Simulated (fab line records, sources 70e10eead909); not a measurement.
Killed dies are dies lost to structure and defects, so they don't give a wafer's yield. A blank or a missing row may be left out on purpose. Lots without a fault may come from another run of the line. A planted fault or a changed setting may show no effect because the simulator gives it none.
fab line records | flow nand_harc
record lots=11 wafers=33 last_day=34
route steps=1302 shown A_STAIRCASE@745 END@1302
lots that met no fault: from a run of the same line without faults
start_h: hours from the record's first day to the start of the lot's first wafer shown | wait_h: hours since the lot's step before | " the same as in the row above | L1.1+2: a row that stands for several wafers | - no value, or no start given | * or withheld: withheld | < > ~ a bound
route shown NAME@n: a module of which the file shows steps, and the number in the route of the first | usual: mean/standard deviation of fault-free wafers | same: alike in all rows | chamber/n: place in a boat | sites: the reading at each site | _std_site: their standard deviation | _edge_site: outer sites' mean less inner sites' | radius_mm: how far each site lies from the wafer's centre | mask NAME#n: copy n | behind: the tool/chamber that last shaped the wafer | hold: why the lot was held/for how many hours/how that ended | device: the transistor (n, p or np) that didn't switch | end of line: the same wafers' tests at the end of the route | a step without rows: its recipe alone | killed: dies lost to structure and defects at the first sort, not the wafer's yield | map: a wafer's dies, x killed, . not, _ none there
set.NAME: the setting as run; set.NAME@STEP: as run at that earlier step | model.NAME: the simulator's own value behind a step, which no gauge read
steps of the route over a sample of lots; a table a step, a row a wafer
services: from which hour (start_h, from the record's first day; less than 0 if before it) a tool's chamber was out of use, for how many hours, and why
## steps
# step NHARC_A_STAIRCASE_TRIM_231
# recipe time_s=211.2 o2_flow_sccm=500 ar_flow_sccm=0 bias_w=0 chemistry=O2
# usual drypump_motor_current_A=5.7/0.38 oes_product_au=0.999/0.013 rf_vpp_V=57.8/0.96 showerhead_plenum_p_Torr=3.52/0.18 throttle_valve_pct=17.036/0.0095
# columns lot.wafer tool chamber start_h wait_h drypump_motor_current_A oes_product_au rf_hours_counter_h rf_vpp_V showerhead_plenum_p_Torr throttle_valve_pct
L229.3 rie_diel-03 2 - - 6.1 1.005 30 57.4 3.28 17.034
L229.6 " 1 " " 5.2 1.000 - 57.9 3.44 17.022
L229.5 " 2 " " 6.1 0.999 - 57.0 3.28 17.041
L230.2 rie_diel-04 2 - - 5.4 0.989 11 58.9 3.51 17.047
L230.3 " 3 " " 5.2 0.997 13 57.6 3.31 17.027
L230.5 " 3 " " 5.2 1.000 - 57.5 3.31 17.039
L231.4 rie_diel-03 3 - - 6.3 0.987 40 56.4 3.63 17.030
L231.5 " 2 " " 6.1 0.994 - 57.9 3.28 17.039
L231.6 " 3 " " 6.3 0.981 - 57.8 3.63 17.026
L232.4 rie_diel-04 2 - - 5.4 0.984 20 58.2 3.50 17.034
L232.2 " 3 " " 5.2 1.004 21 59.7 3.31 17.033
L232.1 " 0 " " 5.5 0.994 9 55.9 3.80 17.036
L233.3 rie_diel-11 1 - - 6.3 1.010 52 57.6 3.42 17.053
L233.1 " 2 " " 5.7 0.984 53 57.0 3.39 17.040
L233.5 " 2 " " 5.7 0.992 - 58.6 3.39 17.039
L234.1 rie_diel-04 0 - - 5.5 0.994 11 59.1 3.80 17.025
L234.3 " 1 " " 6.1 0.978 20 59.5 3.76 17.054
L234.2 " 2 " " 5.4 0.994 22 58.8 3.50 17.045
L241.4 rie_diel-04 0 - - 5.5 0.989 41 57.7 3.78 17.028
L241.3 " 3 " " 5.2 1.026 52 56.8 3.29 17.037
L241.6 " 1 " " 6.0 0.986 - 58.9 3.75 17.032
L242.2 rie_diel-03 1 - - 5.2 0.994 15 58.7 3.41 17.038
L242.3 " 2 " " 6.1 1.024 15 60.0 3.80 17.038
L242.6 " 1 " " 5.2 0.990 - 58.7 3.41 17.027
L248.1 rie_diel-03 1 - - 5.3 0.990 34 58.6 3.40 17.049
L248.3 " 3 " " 6.3 1.005 29 57.6 3.60 17.045
L248.2 " 0 " " 5.7 1.002 28 58.6 3.73 17.031
L247.3 rie_diel-11 0 - - 5.5 0.982 39 56.7 3.29 17.034
L247.1 " 2 " " 5.7 0.996 46 56.8 3.36 17.035
L247.5 " 0 " " 5.5 0.979 - 57.0 3.29 17.041
L250.2 rie_diel-11 2 - - 5.7 0.985 54 58.4 3.36 17.035
L250.6 " 3 " " 5.2 1.008 - 58.6 3.57 17.030
L250.5 " 0 " " 5.5 0.993 - 57.0 3.28 17.050
# step NHARC_A_STAIRCASE_DESCUM_252
# recipe time_s=3 o2_flow_sccm=200 ar_flow_sccm=0 bias_power_w=0 chemistry=O2
# usual drypump_motor_current_A=5.7/0.39 oes_product_au=1.001/0.014 rf_vpp_V=57.8/0.93 showerhead_plenum_p_Torr=1.94/0.1 throttle_valve_pct=11.312/0.0094
# columns lot.wafer tool chamber start_h wait_h drypump_motor_current_A oes_product_au rf_hours_counter_h rf_vpp_V showerhead_plenum_p_Torr throttle_valve_pct
L229.3 rie_diel-03 2 390.69 - 6.1 1.014 32 58.8 1.77 11.335
L229.6 " 2 " " 6.1 1.014 - 58.1 1.77 11.313
L229.5 " 3 " " 6.3 1.004 - 58.1 1.97 11.303
L230.3 rie_diel-03 0 409.15 - 5.6 0.989 42 58.1 2.04 11.297
L230.2 " 2 " " 6.1 0.991 37 57.1 1.77 11.302
L230.5 " 0 " " 5.6 0.997 - 59.2 2.04 11.317
L231.4 rie_diel-03 3 409.56 - 6.3 0.987 41 57.4 1.97 11.312
L231.5 " 3 " " 6.3 0.996 - 58.3 1.97 11.298
L231.6 " 0 " " 5.7 1.009 - 57.6 2.04 11.308
L232.4 rie_diel-11 1 427.67 - 6.2 1.020 52 57.4 1.85 11.311
L232.2 " 2 " " 5.7 0.991 54 56.8 1.83 11.329
L232.1 " 3 " " 5.1 0.977 52 57.2 1.96 11.299
L233.3 rie_diel-04 3 427.83 - 5.2 0.991 22 57.3 1.79 11.313
L233.1 " 0 " " 5.5 0.999 10 60.1 2.07 11.316
L233.5 " 3 " " 5.2 0.995 - 59.2 1.79 11.304
L234.3 rie_diel-04 0 436.23 - 5.5 1.000 12 57.8 2.07 11.299
L234.1 " 1 " " 6.0 0.979 21 60.1 2.05 11.320
L234.2 " 2 " " 5.4 0.988 23 56.9 1.90 11.308
L241.4 rie_diel-03 0 506.01 - 5.6 1.015 11 58.9 2.04 11.302
L241.3 " 1 " " 5.2 0.994 15 57.5 1.85 11.325
L241.6 " 0 " " 5.6 1.011 - 58.3 2.04 11.312
L242.2 rie_diel-03 1 506.45 - 5.2 0.988 15 56.3 1.85 11.315
L242.3 " 3 " " 6.3 0.997 11 58.3 1.96 11.335
L242.6 " 0 " " 5.7 1.007 - 57.0 2.03 11.305
L248.2 rie_diel-04 0 573.61 - 5.5 0.998 7 60.1 2.06 11.312
L248.3 " 1 " " 6.1 0.971 6 59.0 2.04 11.334
L248.1 " 2 " " 5.4 1.014 6 58.8 1.89 11.304
L247.1 rie_diel-04 1 574.61 - 6.0 0.968 6 57.0 2.04 11.318
L247.3 " 2 " " 5.4 1.017 6 56.4 1.89 11.327
L247.5 " 1 " " 6.1 0.974 - 57.7 2.03 11.304
L250.2 rie_diel-04 2 594.10 - 5.4 1.002 15 57.9 1.88 11.316
L250.5 " 0 " " 5.5 0.988 - 56.0 2.05 11.308
L250.6 " 1 " " 6.0 0.972 - 58.4 2.03 11.304
# step NHARC_A_STAIRCASE_ETCH_451
# recipe target_depth_a=300 overetch_a=30 time_s=16.5 ion_energy_ev=100 cf4_flow_sccm=80 o2_flow_sccm=20 ar_flow_sccm=0 rf_w=300 bias_w=100 chemistry=CF4/O2
# usual bias_w=99.95/0.29 cf4_flow_sccm=79.99/0.24 drypump_motor_current_A=5.6/0.37 oes_ar_750_au=1.000/0.0046 oes_o_777_au=1.000/0.0047 oes_product_au=0.998/0.013 rf_fwd_power_W=294.1/1.6 rf_vpp_V=197.8/1.7 showerhead_plenum_p_Torr=1.33/0.072 throttle_valve_pct=13.397/0.0093
# columns lot.wafer tool chamber start_h wait_h bias_w cf4_flow_sccm drypump_motor_current_A oes_ar_750_au oes_o_777_au oes_product_au rf_fwd_power_W rf_hours_counter_h rf_vpp_V showerhead_plenum_p_Torr throttle_valve_pct
L229.3 rie_diel-03 2 397.04 - 100.18 80.34 6.1 0.995 1.003 0.999 294.8 32 195.3 1.24 13.410
L229.6 " 0 " " 99.87 79.84 5.6 1.001 1.000 1.004 293.5 - 200.2 1.43 13.402
L229.5 " 1 " " 99.78 80.58 5.3 0.997 0.998 1.001 298.9 - 196.7 1.30 13.412
L230.2 rie_diel-11 0 413.94 - 99.76 79.74 5.5 1.001 0.995 1.000 294.4 43 195.7 1.25 13.403
L230.3 " 1 " " 100.44 80.09 6.2 1.000 1.000 1.023 293.7 48 196.3 1.29 13.408
L230.5 " 2 " " 100.20 80.12 5.7 0.999 0.998 1.002 296.1 - 196.6 1.28 13.404
L231.4 rie_diel-03 0 414.09 - 99.71 80.12 5.6 0.999 1.002 1.002 291.1 43 200.3 1.42 13.390
L231.6 " 0 " " 99.66 80.30 5.6 0.993 1.006 0.990 293.4 - 200.3 1.42 13.390
L231.5 " 1 " " 99.94 79.97 5.2 0.998 0.995 0.997 296.8 - 198.2 1.30 13.382
L232.2 rie_diel-03 2 432.09 - 100.50 79.98 6.1 0.997 1.003 1.005 292.3 42 196.5 1.24 13.397
L232.1 " 3 " " 99.81 80.09 6.3 0.999 1.006 0.984 293.7 46 199.1 1.37 13.393
L232.4 " 0 " " 99.85 80.21 5.6 0.999 1.012 0.990 294.6 48 200.1 1.42 13.389
L233.3 rie_diel-04 2 434.85 0.1 99.54 80.02 5.4 0.993 0.998 0.988 292.9 22 197.2 1.32 13.407
L233.1 " 3 " " 100.00 79.71 5.2 0.998 1.001 1.003 295.6 23 195.8 1.25 13.399
L233.5 " 3 " " 100.28 80.03 5.2 0.996 1.003 1.007 294.8 - 195.9 1.25 13.382
L234.3 rie_diel-04 3 443.45 - 100.03 80.08 5.2 0.996 0.993 0.997 294.4 30 195.7 1.25 13.399
L234.2 " 0 " " 99.89 79.96 5.5 0.997 0.997 0.988 292.3 18 198.1 1.44 13.389
L234.1 " 1 " " 99.95 79.92 6.0 1.005 0.999 0.987 291.7 24 200.1 1.43 13.390
L241.3 rie_diel-04 0 513.48 - - - - - - - - - - - -
L241.4 " 2 " " - - - - - - - - - - -
L241.6 " 0 " " - - - - - - - - - - -
L242.2 rie_diel-04 2 514.90 - - - - - - - - - - - -
L242.3 " 1 " " - - - - - - - - - - -
L242.6 " 2 " " - - - - - - - - - - -
L248.1 rie_diel-04 1 578.04 - 100.12 79.97 6.0 1.006 1.004 0.972 292.4 8 199.8 1.42 13.378
L248.2 " 2 " " 100.20 79.89 5.4 0.992 0.991 1.003 294.6 8 198.9 1.32 13.389
L248.3 " 3 " " 100.21 80.16 5.2 1.002 1.000 0.991 293.5 8 200.3 1.44 13.403
L247.1 rie_diel-03 1 580.85 - 99.49 80.16 5.2 0.995 1.002 0.986 295.9 37 196.9 1.28 13.399
L247.3 " 2 " " 100.21 79.86 6.1 1.001 1.003 1.012 292.4 39 199.6 1.44 13.390
L247.5 " 3 " " 99.88 80.22 6.3 0.995 1.009 0.999 294.7 - 200.0 1.36 13.396
L250.2 rie_diel-04 1 599.66 - 100.14 79.80 6.0 0.992 0.994 0.969 292.1 16 199.4 1.42 13.385
L250.5 " 0 " " 99.97 80.09 5.5 0.997 1.002 0.991 293.1 - 201.5 1.43 13.409
L250.6 " 1 " " 100.14 80.09 6.0 1.003 0.994 0.971 293.4 - 199.4 1.42 13.401
# step NHARC_A_STAIRCASE_DEP_280
# recipe target_thk_a=300 target_thk_nm=30 temp_c=400 pressure_torr=3.5 flow_sccm=200 rf_w=350 material=SiON
# usual heater_power_w=695/100 rf_fwd_power_W=348.8/1.1
# columns lot.wafer tool chamber start_h wait_h heater_power_w rf_fwd_power_W
L229.3 pecvd-03 1 401.65 0.9 745 348.9
L229.6 " 1 " " 738 349.9
L229.5 " 2 " " 668 349.8
L230.2 pecvd-03 0 418.44 1.3 727 349.0
L230.3 " 1 " " 716 349.6
L230.5 " 1 " " 701 349.0
L231.6 pecvd-03 1 419.33 0.1 747 349.5
L231.4 " 2 " " 669 349.3
L231.5 " 0 " " 739 349.6
L232.2 pecvd-04 2 436.80 1.3 776 348.2
L232.1 " 0 " " 830 347.2
L232.4 " 2 " " 779 349.8
L233.3 pecvd-04 0 440.12 0.9 978 345.3
L233.1 " 1 " " 690 347.8
L233.5 " 0 " " 985 348.4
L234.3 pecvd-02 1 447.96 0.9 754 348.9
L234.1 " 2 " " 591 348.4
L234.2 " 0 " " 691 350.4
L241.3 pecvd-04 2 521.85 1.4 784 349.4
L241.4 " 0 " " 810 349.1
L241.6 " 2 " " 796 350.2
L242.2 pecvd-02 1 521.97 1.4 729 350.0
L242.3 " 2 " " 581 348.7
L242.6 " 0 " " 616 350.0
L248.2 pecvd-04 0 583.29 1.3 931 348.0
L248.1 " 1 " " 616 348.4
L248.3 " 2 " " 675 349.0
L247.1 pecvd-02 1 585.17 1.5 725 348.3
L247.3 " 2 " " 592 348.9
L247.5 " 0 " " 635 347.7
L250.2 pecvd-04 2 606.00 1.3 661 348.2
L250.5 " 0 " " 974 346.3
L250.6 " 1 " " 739 348.7
# step NHARC_END_SORT_01
# recipe temp_c=25
# usual killed_at_array=55/19 killed_at_other=0.9/1.4 killed_at_periphery=3.8/2.9 killed_dies=60/19 killed_open=3.3/1.8 killed_short=2.6/1.6
# same gross_dies=677
# columns lot.wafer tool chamber start_h wait_h killed_at_array killed_at_other killed_at_periphery killed_dies killed_open killed_short
L241.4 prober-01 0 718.54 3.4 78 0 4 82 3 2
L241.6 prober-01 0 720.16 4.0 63 2 1 66 2 1
# killed by level:class
L241.4 A_CHANNEL_HOLE_D1:chamber_film_flake=35 A_CHANNEL_HOLE_D2:chamber_film_flake=21 A_CONTACT:chamber_film_flake=7 A_STAIRCASE:chamber_film_flake=4 A_ZERO_WELL:chamber_film_flake=2 A_CHANNEL_FILL_D1:chamber_film_flake=2 A_BONDPAD:chamber_film_flake=2 P_STI:geometric_particle:short=1
L241.6 A_CHANNEL_HOLE_D1:chamber_film_flake=32 A_CHANNEL_HOLE_D2:chamber_film_flake=13 A_CONTACT:chamber_film_flake=7 A_SLIT:chamber_film_flake=3 A_STAIRCASE:chamber_film_flake=2 A_WL_FILL:chamber_film_flake=2 THIN_TSV:chamber_film_flake=2 P_M0:geometric_particle:open=1
## services
# columns tool chamber start_h hours kind
pecvd-03 - 366.24 13.0 pm
rie_diel-04 0 367.76 - clean
rie_diel-04 0 367.76 - consumable_replace:focus_ring
rie_diel-04 0 367.76 - consumable_replace:showerhead
rie_diel-04 1 367.76 - clean
rie_diel-04 2 367.76 - clean
rie_diel-03 - 368.51 0.6 repair
pecvd-03 - 391.07 9.2 repair
rie_diel-04 0 393.17 26.6 repair
pecvd-02 - 408.00 13.0 pm
rie_diel-11 - 434.79 9.0 pm
pecvd-04 - 450.00 13.0 pm
rie_diel-03 - 458.59 9.0 pm
pecvd-03 0 465.60 1.8 repair
pecvd-04 0 482.87 4.0 repair
rie_diel-03 2 517.55 7.5 repair
pecvd-03 - 523.60 0.3 repair
pecvd-03 - 530.37 1.0 repair
rie_diel-04 - 535.82 9.0 pm
rie_diel-03 3 546.16 10.6 repair
pecvd-03 - 547.35 13.0 pm
pecvd-04 1 574.37 3.9 repair
pecvd-02 - 589.04 13.0 pm
rie_diel-04 3 595.62 12.3 repair
## key
first_sign step=NHARC_A_STAIRCASE_ETCH_451 reading=tool_record direction=missing
effect none on later readings
met_at NHARC_A_STAIRCASE_ETCH_451
struck_lots L241,L242
tester_left_out L241,L242
not_acting_at NHARC_A_STAIRCASE_TRIM_231,NHARC_A_STAIRCASE_DESCUM_252,NHARC_A_STAIRCASE_DEP_280
onset_between 443.45 513.48
fault kind=skipped_step_whole tool=rie_diel-04 chamber=- onset_h=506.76 steps=NHARC_A_STAIRCASE_ETCH_451 scope=struck_lots_only
# tester_left_out: of these lots the tester's yield and bins aren't shown, on N5 and GAA mostly nor the transistor test; their killed dies are dies lost to structure and defects alone, not to doping, threshold or leakage, so they don't give the yield
